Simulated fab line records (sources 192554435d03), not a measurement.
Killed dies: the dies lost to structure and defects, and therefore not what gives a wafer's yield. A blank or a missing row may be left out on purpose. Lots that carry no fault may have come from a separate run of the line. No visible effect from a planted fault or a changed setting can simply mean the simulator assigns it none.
Split-lot study    flow n5 finfet    21 wafers read across 7 lots, on a route 1938 steps long

## SPLIT DETAILS
At N5_MOL_CONTACT_COAG_ETCH_15 (etches SiNx in CH3F/O2, stops on Si:P, target depth 7 nm), the setting source w was moved away from the recipe's 395 W on 8 of the 21 wafers read, by -9.2% to +13.8%. For the rest of the wafers, this setting stayed at what the recipe calls for.

The split's own step is where the reading is taken.

## THE READING
rf vpp V, in V, at N5_MOL_CONTACT_COAG_ETCH_15 (etches SiNx in CH3F/O2, stops on Si:P, target depth 7 nm). Fault-free wafers of this fab line usually give 295.5 V, standard deviation 2.3 V.

wafer   tool, chamber at the split  source w as run, W  against the recipe  rf vpp V, V  against lot-mates on the recipe
L078.3  rie diel-05, 3              395                 recipe              292.8        -
L078.4  rie diel-05, 0              395                 recipe              296.3        -
L078.5  rie diel-05, 0              395                 recipe              296.4        -
L079.1  rie diel-05, 0              395                 recipe              296.7        -
L079.4  rie diel-05, 3              395                 recipe              293.8        -
L079.6  rie diel-05, 2              395                 recipe              292.9        -
L082.2  rie diel-05, 3              449.5               +13.8%              277.0        -18.9
L082.3  rie diel-05, 0              395                 recipe              295.9        -
L082.6  rie diel-05, 1              449.5               +13.8%              275.8        -20.1
L084.2  rie diel-01, 2              426.1               +7.9%               288.6        -9.3
L084.3  rie diel-01, 3              395                 recipe              297.9        -
L084.5  rie diel-01, 3              426.1               +7.9%               288.3        -9.6
L085.2  rie diel-05, 0              441.7               +11.8%              280.0        -14.0
L085.3  rie diel-05, 1              395                 recipe              294.0        -
L085.6  rie diel-05, 3              441.7               +11.8%              279.7        -14.3
L090.1  rie diel-03, 1              395                 recipe              297.3        -
L090.2  rie diel-03, 3              358.7               -9.2%               308.8        +11.5
L090.4  rie diel-03, 0              358.7               -9.2%               305.7        +8.4
L092.2  rie diel-05, 0              395                 recipe              297.7        -
L092.5  rie diel-05, 3              395                 recipe              295.2        -
L092.6  rie diel-05, 2              395                 recipe              292.5        -

FIT RESULTS
A straight line over all 21 wafers: rf vpp V changes by -1.28 V for each +1% of source w; r = -0.97; the points scatter about the line by 2 V.
The same after taking each lot's own level away (the mean of its wafers on the recipe; 21 wafers): -1.25 V for each +1%; r = -0.98; scatter 1.6 V.
The reading moves by 17 V for the largest change in source w, on that fit.
From 294.00 to 297.90 V: that is the span of the lots' own levels, equal to 1.7 times the standard deviation above.
So the lot-to-lot level changes the slope little: the two slopes agree.
Check: with one of the wafers moved furthest among these (+13.8%) left out of the fit, the line predicts -17.2 V for it against its lot-mates. It came out at -18.9 V against them.
Tool readings at the split's step, against how far the setting was moved: rf vpp V r = -0.97.

## OTHER SPLITS ON THESE WAFERS
These wafers also went through other splits before the reading. Each is held against what the fit with the lots' levels taken away leaves over:
other split on the same wafers  wafers away from the commonest value  r with rf vpp V (lot level and that fit taken away)
N5_SD_EPI_N_EPI_21 temp c       11                                    +0.11
N5_SD_EPI_N_PRECLEAN_49 temp c  9                                     +0.21
N5_SDB_ETCH_17 bias w           5                                     -0.17
N5_SDB_STRIP_22 power w         4                                     +0.16
N5_HKMG_FIN_PEB_47 peb time s   7                                     +0.08
N5_HKMG_FIN_ETCH_55 bias w      11                                    -0.17
N5_HKMG_FIN_DESCUM_17 time s    8                                     +0.00

## THE FILE'S OWN FIT
rf vpp V changes by -1.26 V for each +1% of source w, r = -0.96.
